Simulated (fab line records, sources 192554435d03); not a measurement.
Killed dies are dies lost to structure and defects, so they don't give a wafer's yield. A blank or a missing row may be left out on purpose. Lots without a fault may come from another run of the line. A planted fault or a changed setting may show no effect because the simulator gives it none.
fab line records | flow n5_finfet
record lots=7 wafers=21 last_day=19
route steps=1938 shown BEOL_M3@1019 BEOL_M4@1021
lots that met no fault: from a run of the same line without faults
start_h: hours from the record's first day to the start of the lot's first wafer shown | wait_h: hours since the lot's step before | " the same as in the row above | L1.1+2: a row that stands for several wafers | - no value, or no start given | * or withheld: withheld | < > ~ a bound
route shown NAME@n: a module of which the file shows steps, and the number in the route of the first | usual: mean/standard deviation of fault-free wafers | same: alike in all rows | chamber/n: place in a boat | sites: the reading at each site | _std_site: their standard deviation | _edge_site: outer sites' mean less inner sites' | radius_mm: how far each site lies from the wafer's centre | mask NAME#n: copy n | behind: the tool/chamber that last shaped the wafer | hold: why the lot was held/for how many hours/how that ended | device: the transistor (n, p or np) that didn't switch | end of line: the same wafers' tests at the end of the route | a step without rows: its recipe alone | killed: dies lost to structure and defects at the first sort, not the wafer's yield | map: a wafer's dies, x killed, . not, _ none there
set.NAME: the setting as run; set.NAME@STEP: as run at that earlier step | model.NAME: the simulator's own value behind a step, which no gauge read
lots at some steps of the route; a table a step, a row a wafer
services: from which hour (start_h, from the record's first day; less than 0 if before it) a tool's chamber was out of use, for how many hours, and why
## steps
# step N5_BEOL_M3_RS_MEAS_58
# recipe thk_meas_gauge=four-point-probe reads=Co_of_BEOL_M3_CO_CAP_55+Cu_of_BEOL_M3_ECD_50+Co_of_BEOL_M3_CVD_47+TaN_of_BEOL_M3_ALD_84
# usual M3_RS=0.68/0.036
# columns lot.wafer tool chamber start_h wait_h M3_RS[ohm/sq]
L677.3 film_metro-01 - 186.71 0.1 0.67
L677.4 " - " " 0.69
L677.5 " - " " 0.62
L679.1 film_metro-01 - 213.13 0.0 0.63
L679.2 " - " " 0.67
L679.3 " - " " 0.69
L683.3 film_metro-02 - 233.68 0.1 0.66
L683.4 " - " " 0.66
L683.5 " - " " 0.64
L684.2 film_metro-01 - 242.09 0.1 0.60
L684.5 " - " " 0.61
L684.6 " - " " 0.59
L688.1 film_metro-01 - 286.79 0.0 0.75
L688.3 " - " " 0.71
L688.6 " - " " 0.65
L678.1 film_metro-02 - 299.72 0.1 0.65
L678.2 " - " " 0.66
L678.5 " - " " 0.65
L690.1 film_metro-02 - 320.80 0.0 0.66
L690.4 " - " " 0.71
L690.5 " - " " 0.66
# step N5_BEOL_M3_INSPECT_59
# recipe inspect_instrument=darkfield mode=post_dep
# usual raw_defect_count=70/23
# columns lot.wafer tool chamber start_h wait_h raw_defect_count
L677.3 defect_inspect-01 - 186.74 0.0 64
L677.4 " - " " 68
L677.5 " - " " 54
L679.1 defect_inspect-02 - 213.15 0.0 35
L679.2 " - " " 55
L679.3 " - " " 75
L683.3 defect_inspect-02 - 233.71 0.0 68
L683.4 " - " " 25
L683.5 " - " " 63
L684.2 defect_inspect-02 - 242.11 0.0 53
L684.5 " - " " 82
L684.6 " - " " 50
L688.1 defect_inspect-01 - 286.82 0.0 63
L688.3 " - " " 97
L688.6 " - " " 71
L678.1 defect_inspect-02 - 299.74 0.0 84
L678.2 " - " " 70
L678.5 " - " " 133
L690.1 defect_inspect-01 - 320.83 0.0 41
L690.4 " - " " 55
L690.5 " - " " 40
# step N5_BEOL_M4_ILD_DEP_00
# recipe material=SiOC target_thk_a=790 temp_c=350 precursor=DEMS/O2 pressure_torr=5 rf_w=500 time_s=15.3
# usual heater_power_w=486/47 showerhead_plenum_p_Torr=5.693/0.013 throttle_valve_pct=11.7/0.57
# columns lot.wafer tool chamber start_h wait_h heater_power_w showerhead_plenum_p_Torr since_wet_clean_h throttle_valve_pct
L677.3 pecvd-01 2 186.77 0.0 401 5.696 137 11.7
L677.4 " 2 " " 409 5.688 - 11.3
L677.5 " 1 " " 495 5.690 - 11.0
L679.1 pecvd-03 1 213.19 0.0 475 5.702 1461 12.0
L679.2 " 0 " " 530 5.681 736 12.1
L679.3 " 0 " " 541 5.699 - 11.9
L683.3 pecvd-03 2 233.74 0.0 475 5.697 2 10.9
L683.4 " 0 " " 471 5.688 - 12.2
L683.5 " 2 " " 470 5.699 - 11.0
L684.2 pecvd-02 2 242.15 0.0 527 5.709 555 11.6
L684.5 " 0 " " 525 5.662 - 11.9
L684.6 " 2 " " 541 5.703 - 11.4
L688.1 pecvd-01 0 286.86 0.0 482 5.680 991 12.0
L688.3 " 2 " " 421 5.697 237 11.8
L688.6 " 0 " " 495 5.703 - 11.9
L678.1 pecvd-01 0 299.80 0.1 454 5.702 1004 11.9
L678.2 " 2 " " 461 5.694 250 11.8
L678.5 " 2 " " 466 5.686 - 11.8
L690.1 pecvd-01 1 320.86 0.0 600 5.696 1750 10.8
L690.4 " 2 " " 488 5.685 - 11.5
L690.5 " 0 " " 454 5.692 - 11.9
# step N5_BEOL_M4_THK_MEAS_01
# recipe reads=SiOC_of_BEOL_M4_ILD_DEP_00
# usual M4_ILD_THK=79.1/1
# columns lot.wafer tool chamber start_h wait_h M4_ILD_THK[nm]
L677.3 film_metro-01 - 186.84 0.1 79.4
L677.4 " - " " 79.8
L677.5 " - " " 80.9
L679.1 film_metro-01 - 213.27 0.1 77.1
L679.2 " - " " 78.6
L679.3 " - " " 79.9
L683.3 film_metro-01 - 233.81 0.1 78.4
L683.4 " - " " 80.4
L683.5 " - " " 78.8
L684.2 film_metro-01 - 242.22 0.1 78.3
L684.5 " - " " 80.1
L684.6 " - " " 79.7
L688.1 film_metro-01 - 286.92 0.0 78.5
L688.3 " - " " 77.9
L688.6 " - " " 80.0
L678.1 film_metro-02 - 299.87 0.0 80.1
L678.2 " - " " 78.5
L678.5 " - " " 80.5
L690.1 film_metro-01 - 320.93 0.0 79.2
L690.4 " - " " 80.2
L690.5 " - " " 80.4
# step N5_BEOL_M4_PECVD_72
# recipe material=SiO2 target_thk_a=160 temp_c=400 precursor=TEOS/O2 pressure_torr=5.5 rf_w=450 teos_flow_sccm=53.8 gas=O2 flow_sccm=3000 time_s=18
# usual heater_power_w=730/60 showerhead_plenum_p_Torr=8.78/0.068 throttle_valve_pct=22.1/1.1
# columns lot.wafer tool chamber start_h wait_h heater_power_w showerhead_plenum_p_Torr since_wet_clean_h throttle_valve_pct
L677.3 pecvd-02 2 186.88 0.0 729 8.84 499 21.9
L677.4 " 0 " " 758 8.66 - 21.9
L677.5 " 1 " " 783 8.89 - 24.2
L679.1 pecvd-02 0 213.31 0.0 707 8.65 1280 22.3
L679.2 " 1 " " 776 8.87 2005 24.5
L679.3 " 0 " " 703 8.66 - 22.3
L683.3 pecvd-01 1 233.85 0.0 815 8.76 1663 20.2
L683.4 " 1 " " 857 8.78 - 20.1
L683.5 " 2 " " 625 8.75 - 21.8
L684.2 pecvd-01 0 242.25 0.0 774 8.73 946 22.1
L684.5 " 2 " " 601 8.77 - 22.0
L684.6 " 0 " " 757 8.72 - 22.6
L688.1 pecvd-02 2 286.96 0.0 748 8.86 599 21.9
L688.3 " 0 " " 667 8.66 1353 22.5
L688.6 " 1 " " 753 8.89 - 24.4
L678.1 pecvd-01 0 299.96 0.1 771 8.74 1004 22.2
L678.2 " 2 " " 701 8.74 250 22.2
L678.5 " 2 " " 720 8.77 - 22.0
L690.1 pecvd-03 2 320.97 0.0 690 8.80 90 20.9
L690.4 " 1 " " 638 8.82 - 22.3
L690.5 " 0 " " 705 8.73 - 22.8
# step N5_BEOL_M4_HM_DEP_02
# recipe material=TiN target_thk_a=200 temp_c=25 chamber_pressure_pa=0.49996
# usual throttle_valve_pct=30.2/0.71
# columns lot.wafer tool chamber start_h wait_h throttle_valve_pct
L677.3 pvd_sputter-02 - 187.44 0.5 30.9
L677.4 " - " " 30.8
L677.5 " - " " 30.4
L679.1 pvd_sputter-02 - 213.48 0.2 30.6
L679.2 " - " " 29.2
L679.3 " - " " 31.0
L683.3 pvd_sputter-03 - 235.40 1.5 30.2
L683.4 " - " " 29.3
L683.5 " - " " 29.5
L684.2 pvd_sputter-03 - 243.47 1.2 31.4
L684.5 " - " " 29.4
L684.6 " - " " 30.3
L688.1 pvd_sputter-01 - 288.08 1.1 30.7
L688.3 " - " " 29.4
L688.6 " - " " 29.6
L678.1 pvd_sputter-02 - 300.02 0.0 31.0
L678.2 " - " " 28.9
L678.5 " - " " 30.6
L690.1 pvd_sputter-01 - 321.54 0.6 29.4
L690.4 " - " " 31.1
L690.5 " - " " 31.1
# step N5_BEOL_M4_COAT_61
# recipe resist=SOC temp_c=250 time_s=60 spin_rpm=1500 resist_thk_nm=60
# step N5_BEOL_M4_COAT_62
# recipe resist=SiARC temp_c=220 time_s=60 spin_rpm=1500 resist_thk_nm=12
# step N5_BEOL_M4_COAT_73
# recipe resist=underlayer temp_c=205 time_s=60 spin_rpm=1500 resist_thk_nm=5
# step N5_BEOL_M4_COAT_05
# recipe resist=CAR-EUV spin_rpm=1500 resist_thk_nm=30
# step N5_BEOL_M4_EBR_07
# recipe solvent=PGMEA ebr_width_mm=1.5
# step N5_BEOL_M4_SOFTBAKE_06
# recipe temp_c=110 time_s=60 resist=CAR-EUV
# step N5_BEOL_M4_EXPOSE_08
# recipe mask_id=M4 na=0.33 source_shape=dipole sigma_inner=0.369 sigma_outer=0.767 polarization=unpolarized dose_mj=41.25
# columns lot.wafer tool chamber start_h wait_h mask model.BEOL_M4.overlay_x_nm
L677.3+4+5 euv_scanner-02 0 187.84 - M4#0 -0.2
L679.1+2+3 euv_scanner-01 0 213.87 - M4#0 -0.4
L683.3+4+5 euv_scanner-01 0 235.80 - M4#0 5.6
L684.2+5+6 euv_scanner-01 0 243.77 - M4#0 6
L688.1+3+6 euv_scanner-02 0 288.35 - M4#0 -0.6
L678.1+2+5 euv_scanner-01 0 300.41 - M4#0 6
L690.1+4+5 euv_scanner-02 0 321.81 - M4#0 0.4
# step N5_BEOL_M4_PEB_09
# recipe peb_temp_c=100 peb_time_s=60 resist=CAR-EUV
# step N5_BEOL_M4_DEVELOP_10
# recipe develop_time_s=30 developer=TMAH resist=CAR-EUV rinse_liquid=surfactant_rinse dry=air_spin dev_temp_c=23
# step N5_BEOL_M4_CD_MEAS_11
# recipe target_cd_nm=16.79 landing_energy_ev=500 detector=se_inlens polarity=opening
# usual cd_nm=16.82/0.22
# columns lot.wafer tool chamber start_h wait_h cd_nm
L677.3 cd_sem-03 0 187.96 - 16.86
L677.4 " 0 " " 17.08
L677.5 " 0 " " 16.75
L679.1 cd_sem-03 0 214.00 - 16.96
L679.2 " 0 " " 16.80
L679.3 " 0 " " 17.08
L683.3 cd_sem-01 0 235.92 - 16.41
L683.4 " 0 " " 17.23
L683.5 " 0 " " 17.06
L684.2 cd_sem-01 0 243.90 - 16.87
L684.5 " 0 " " 16.73
L684.6 " 0 " " 17.02
L688.1 cd_sem-01 0 288.48 - 16.48
L688.3 " 0 " " 16.61
L688.6 " 0 " " 16.81
L678.1 cd_sem-03 0 300.54 - 16.96
L678.2 " 0 " " 17.24
L678.5 " 0 " " 16.67
L690.1 cd_sem-02 0 321.94 - 16.86
L690.4 " 0 " " 16.70
L690.5 " 0 " " 16.91
# step N5_BEOL_M4_OVL_MEAS_12
# recipe points_per_wafer=522
# usual M4_OVL=-0.2/0.61
# columns lot.wafer tool chamber start_h wait_h M4_OVL[nm]
L677.3 overlay-02 0 188.00 0.0 -1.4
L677.4 " 0 " " -0.5
L677.5 " 0 " " -0.5
L679.1 overlay-02 0 214.03 0.0 -0.3
L679.2 " 0 " " -1.0
L679.3 " 0 " " -0.3
L683.3 overlay-02 0 235.96 0.0 5.8
L683.4 " 0 " " 6.2
L683.5 " 0 " " 6.3
L684.2 overlay-02 0 243.94 0.0 5.9
L684.5 " 0 " " 6.0
L684.6 " 0 " " 6.0
L688.1 overlay-02 0 288.51 0.0 -0.8
L688.3 " 0 " " -0.6
L688.6 " 0 " " -1.1
L678.1 overlay-01 0 300.57 0.0 6.3
L678.2 " 0 " " 6.5
L678.5 " 0 " " 6.2
L690.1 overlay-01 0 321.97 0.0 0.4
L690.4 " 0 " " 0.2
L690.5 " 0 " " -0.2
# step N5_BEOL_M4_INSPECT_13
# recipe mode=adi inspect_instrument=brightfield
# usual raw_defect_count=432/100
# columns lot.wafer tool chamber start_h wait_h raw_defect_count
L677.3 defect_inspect-02 - 188.05 0.0 516
L677.4 " - " " 429
L677.5 " - " " 383
L679.1 defect_inspect-02 - 214.09 0.1 334
L679.2 " - " " 335
L679.3 " - " " 413
L683.3 defect_inspect-01 - 236.01 0.0 420
L683.4 " - " " 272
L683.5 " - " " 472
L684.2 defect_inspect-01 - 243.99 0.0 298
L684.5 " - " " 496
L684.6 " - " " 296
L688.1 defect_inspect-01 - 288.57 0.1 372
L688.3 " - " " 508
L688.6 " - " " 410
L678.1 defect_inspect-02 - 300.63 0.1 424
L678.2 " - " " 527
L678.5 " - " " 478
L690.1 defect_inspect-01 - 322.03 0.1 292
L690.4 " - " " 327
L690.5 " - " " 285
# step N5_BEOL_M4_RC_MEAS_101
# usual DIBL_N=36.0/1.7 DIBL_P=36.2/1.9 IOFF_N=0.154/0.028 IOFF_P=0.21/0.036 ION_N=675/11 ION_P=463/8.3 SS_N=71.4/0.63 SS_P=73.2/0.55 VT_N=250.2/3 VT_P=-251/3.7
# columns lot.wafer tool chamber start_h wait_h DIBL_N[mV/V] DIBL_P[mV/V] IOFF_N[nA/um] IOFF_P[nA/um] ION_N[uA/um] ION_P[uA/um] SS_N[mV/dec] SS_P[mV/dec] VT_N[mV] VT_P[mV]
L677.3 prober-01 0 197.75 0.3 38.6 37.1 0.169 0.22 669 460 72.1 74.1 251.6 -250
L677.4 " 0 " " 37.7 37.1 0.153 0.22 668 459 71.8 73.8 252.2 -249
L677.5 " 0 " " 38.5 38.1 0.171 0.26 667 463 71.6 74.1 250.9 -248
L679.1 prober-02 0 243.98 0.0 35.0 34.9 0.137 0.19 668 458 70.6 73.7 249.0 -252
L679.2 " 0 " " 37.1 36.2 0.167 0.22 678 463 71.9 73.6 248.0 -249
L679.3 " 0 " " 36.0 34.9 0.140 0.19 665 451 70.7 72.7 251.1 -251
L683.3 prober-01 0 269.66 0.3 36.8 37.1 0.153 0.19 686 458 72.4 73.3 250.4 -256
L683.4 " 0 " " 35.6 34.6 0.127 0.16 666 453 71.8 72.2 252.1 -255
L683.5 " 0 " " 35.6 35.9 0.129 0.18 661 455 70.7 73.1 252.2 -252
L684.2 prober-01 0 276.47 0.2 35.3 37.1 0.151 0.21 679 471 70.7 73.5 249.1 -248
L684.5 " 0 " " 36.5 38.7 0.174 0.23 673 462 71.1 74.4 246.9 -250
L684.6 " 0 " " 35.8 37.8 0.161 0.22 690 473 71.5 73.3 249.3 -248
L688.1 prober-02 0 300.22 0.0 38.9 38.6 0.191 0.21 674 460 72.3 73.7 249.1 -252
L688.3 " 0 " " 34.9 35.6 0.122 0.17 681 466 71.0 72.7 251.9 -255
L688.6 " 0 " " 36.5 37.4 0.148 0.20 680 464 71.5 73.0 249.4 -253
L678.1 prober-01 0 306.90 0.0 36.1 37.7 0.192 0.24 691 470 72.3 74.3 246.1 -250
L678.2 " 0 " " 35.2 36.8 0.161 0.22 682 468 71.5 74.2 249.8 -252
L678.5 " 0 " " 34.1 35.4 0.134 0.19 678 466 71.5 73.2 254.3 -252
L690.1 prober-01 0 333.91 0.0 35.3 36.8 0.151 0.20 694 477 69.9 72.9 248.4 -251
L690.4 " 0 " " 34.8 35.9 0.130 0.18 674 462 69.6 72.8 251.8 -252
L690.5 " 0 " " 34.4 35.1 0.133 0.17 665 457 70.3 73.0 248.7 -251
## services
# columns tool chamber start_h hours kind
euv_scanner-02 - 166.19 0.2 repair
pecvd-02 - 171.92 1.4 repair
euv_scanner-02 - 172.86 5.8 pm
pecvd-02 - 175.34 2.1 repair
euv_scanner-01 - 186.34 19.1 repair
pecvd-03 2 202.38 - clean
pecvd-03 2 202.38 - consumable_replace:showerhead
pvd_sputter-03 - 205.12 1.6 repair
euv_scanner-02 - 206.41 6.2 pm
euv_scanner-02 - 212.66 4.6 pm
pecvd-02 2 212.74 2.1 scheduled_down
euv_scanner-01 - 224.25 4.6 pm
pecvd-02 1 227.29 5.5 scheduled_down
pvd_sputter-01 - 237.91 1.1 repair
euv_scanner-01 - 246.87 1.0 pm
euv_scanner-02 - 266.47 1.0 pm
pecvd-01 1 274.17 12.3 repair
pecvd-01 - 275.27 0.9 repair
pecvd-02 0 279.38 2.1 scheduled_down
pecvd-03 - 286.12 14.6 pm
pecvd-02 - 298.59 3.4 repair
euv_scanner-01 0 300.01 - calibration
euv_scanner-01 - 303.02 1.0 pm
pecvd-01 1 305.00 2.1 scheduled_down
## key
first_sign step=N5_BEOL_M4_OVL_MEAS_12 reading=M4_OVL direction=up sigmas=10 usual=-0.2 struck=6.1
effect none on later readings
model_effect step=N5_BEOL_M4_EXPOSE_08 value=BEOL_M4.overlay_x_nm without=0.2667 struck=5.867
met_at N5_BEOL_M4_EXPOSE_08
struck_wafers L678.1,L678.2,L678.5,L683.3,L683.4,L683.5,L684.2,L684.5,L684.6
rows_end L678.1,L678.2,L678.5,L684.2,L684.5,L684.6
onset_between 213.87 235.80
also_fits N5_BEOL_M4_PECVD_72:pecvd-01
earlier_fault kind=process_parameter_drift tool=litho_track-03 chamber=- onset_h=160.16 steps=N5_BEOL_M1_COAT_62 channel=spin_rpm offset=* shape=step acts_in=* stated=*
fault kind=scanner_matching_overlay tool=euv_scanner-01 chamber=- onset_h=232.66 steps=N5_BEOL_M4_EXPOSE_08 offset=5.6485
# rows_end: these wafers met a further fault down the route, and their rows from its step on are left out
